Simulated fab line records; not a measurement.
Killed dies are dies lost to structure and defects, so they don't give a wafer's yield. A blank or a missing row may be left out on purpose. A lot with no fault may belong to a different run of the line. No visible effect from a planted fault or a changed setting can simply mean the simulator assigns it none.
Matching of chambers	flow n5-finfet	N5_BEOL_M14_DESCUM_33 on rie-diel-01 has 4 sister chambers
The step chemistry O2, time 7.9 s. 4 wafers are shown with their chamber, then 8 later ones without.

WAFERS, EACH WITH ITS CHAMBER
wafer	chamber	drypump-motor-current-A (A)
L080.6	0	6.2
L087.2	2	5.1
L087.4	1	5.8
L089.1	3	5.1

WAFERS MISSING THEIR CHAMBER
wafer	drypump-motor-current-A (A)
L089.2	5.8
L089.6	5.0
L093.3	5.1
L093.4	6.2
L093.6	6.3
L090.1	5.8
L090.3	5.1
L090.5	5.1

EACH ONE'S CHAMBER
wafer	from the rows above	in truth
L089.2	1	1
L089.6	can't be placed: 2 or 3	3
L093.3	can't be placed: 2 or 3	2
L093.4	0	0
L093.6	0	0
L090.1	1	1
L090.3	can't be placed: 2 or 3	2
L090.5	can't be placed: 2 or 3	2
4 of 8 placed correctly. Cannot be placed on the basis of these rows: 4; the candidates contain the true chamber in 4. Number placed wrongly: 0.
How it was worked out, from the rows above alone: a wafer's distance from a chamber is the root of the sum, over the readings, of the square of ((its reading less the chamber's mean) divided by the reading's scatter). The wafer belongs to the nearest chamber; if the next one is less than 2 further off, it can't be placed. Each chamber's mean is taken over the wafers shown for it. The scatter (one wafer shown for each chamber): square how far every hidden wafer sits from the nearest shown wafer, average those squares and take the square root.
